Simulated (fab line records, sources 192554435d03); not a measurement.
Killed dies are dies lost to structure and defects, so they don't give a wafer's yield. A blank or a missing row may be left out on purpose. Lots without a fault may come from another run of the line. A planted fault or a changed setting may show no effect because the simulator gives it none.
Chamber matching | flow n5_finfet | N5_MOL_CONTACT_COAG_CMP_28 on cmp-03: 4 sister chambers
The step polishes, stops on SiNx, t overpolish 0.85 s, target thk 14.522 nm. 27 wafers are shown with their chamber, then 12 later ones without.

WAFERS WITH THEIR CHAMBER
wafer  | chamber | motor_current_A (A) | time_to_endpoint_s (s)
L074.2 | 1       | 14.1                | 0.0
L074.5 | 1       | 13.5                | 0.0
L074.6 | 2       | 13.2                | 5.8
L076.1 | 2       | 12.6                | 5.4
L076.2 | 3       | 14.6                | 4.0
L076.5 | 0       | 11.5                | 10.5
L078.1 | 0       | 11.6                | 4.9
L078.4 | 1       | 13.7                | 2.7
L078.6 | 0       | 10.8                | 9.6
L079.2 | 2       | 12.3                | 5.5
L079.3 | 0       | 10.8                | 5.0
L079.4 | 3       | 14.3                | 2.6
L080.1 | 1       | 13.8                | 2.2
L080.3 | 2       | 12.7                | 6.2
L080.4 | 3       | 13.9                | 4.4
L081.2 | 1       | 13.9                | 2.7
L081.5 | 3       | 13.7                | 0.3
L081.6 | 2       | 12.8                | 4.3
L086.3 | 1       | 13.9                | 3.8
L086.4 | 3       | 14.2                | 4.4
L086.5 | 2       | 12.9                | 7.6
L089.1 | 1       | 14.5                | 4.1
L089.3 | 3       | 13.8                | 3.0
L089.5 | 2       | 13.1                | 5.3
L090.2 | 3       | 13.9                | 3.8
L090.4 | 0       | 11.0                | 6.4
L090.6 | 3       | 14.4                | 3.4

SIGNATURES (means of the wafers above)
reading            | chamber 0 | chamber 1 | chamber 2 | chamber 3 | scatter within a chamber
motor_current_A    | 11.140    | 13.914    | 12.800    | 14.100    | 0.328
time_to_endpoint_s | 7.280     | 2.214     | 5.729     | 3.238     | 1.65
Rule: a wafer's distance from a chamber is the root of the sum, over the readings, of the square of ((its reading less the chamber's mean) divided by the reading's scatter). The wafer belongs to the nearest chamber; if the next one is less than 2 further off, it can't be placed. The scatter: the root of (the sum of the squares of (reading less its chamber's mean) over the shown wafers, divided by (wafers less chambers)).

WAFERS WITHOUT THEIR CHAMBER
wafer  | motor_current_A (A) | time_to_endpoint_s (s)
L091.1 | 13.8                | 3.3
L091.5 | 13.9                | 2.6
L091.6 | 11.7                | 8.0
L092.4 | 12.4                | 7.9
L092.5 | 14.2                | 6.2
L092.6 | 12.6                | 6.0
L093.2 | 13.3                | 3.7
L093.4 | 11.5                | 7.8
L093.5 | 12.8                | 6.1
L094.2 | 13.7                | 2.4
L094.4 | 13.0                | 6.4
L094.6 | 11.8                | 6.8

WHICH CHAMBER EACH WENT THROUGH
wafer  | from the rows above          | in truth
L091.1 | can't be placed: 1 or 3      | 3
L091.5 | can't be placed: 1 or 3      | 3
L091.6 | can't be placed: 0 or 2      | 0
L092.4 | 2                            | 2
L092.5 | can't be placed: 3 or 1      | 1
L092.6 | 2                            | 2
L093.2 | can't be placed: 2 or 1 or 3 | 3
L093.4 | 0                            | 0
L093.5 | 2                            | 2
L094.2 | can't be placed: 1 or 3      | 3
L094.4 | 2                            | 2
L094.6 | can't be placed: 0 or 2      | 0
Placed correctly: 5 of 12. Can't be placed from these rows: 7 (the true chamber is among the candidates in 7). Placed wrongly: 0.
